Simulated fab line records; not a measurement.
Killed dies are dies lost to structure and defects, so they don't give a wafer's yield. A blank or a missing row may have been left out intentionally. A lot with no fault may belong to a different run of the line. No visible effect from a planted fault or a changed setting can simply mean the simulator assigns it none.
Chamber matching	flow n5Finfet	N5_BEOL_M10_CURE_72 on uvCure-01: 3 sister chambers
The step cures SiCOH lowk, time 120 s. 3 wafers are shown with their chamber, then 10 later ones without.

## WAFERS, EACH WITH ITS CHAMBER
wafer	chamber	wafer_temp_C_max
L076.5	1	372.9
L079.6	2	370.8
L086.4	0	371.1

## WAFERS WITH NO CHAMBER GIVEN
wafer	wafer_temp_C_max
L086.5	371.5
L089.4	370.7
L089.5	371.2
L089.6	370.9
L090.2	370.9
L090.3	371.0
L090.6	371.1
L095.1	370.5
L095.3	370.9
L095.5	370.6

## CHAMBER TAKEN BY EACH
wafer	from the rows above	in truth
L086.5	can't be placed: 0 or 2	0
L089.4	can't be placed: 2 or 0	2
L089.5	can't be placed: 0 or 2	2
L089.6	can't be placed: 2 or 0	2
L090.2	can't be placed: 2 or 0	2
L090.3	can't be placed: 0 or 2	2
L090.6	can't be placed: 0 or 2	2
L095.1	can't be placed: 2 or 0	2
L095.3	can't be placed: 2 or 0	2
L095.5	can't be placed: 2 or 0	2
0 of 10 placed correctly. Not placeable from these rows: 10 (in 10, the candidates include the true chamber). Wrongly placed: 0.
How it was worked out, from the rows above alone: a wafer's distance from a chamber is the root of the sum, over the readings, of the square of ((its reading less the chamber's mean) divided by the reading's scatter). If the next closest chamber is less than 2 further off than the closest, the wafer can't be placed; otherwise it belongs to the closest. A chamber's mean is the mean of its shown wafers. The scatter: with one shown wafer a chamber, the root of the mean of the squares of how far each hidden wafer lies from its nearest shown one.
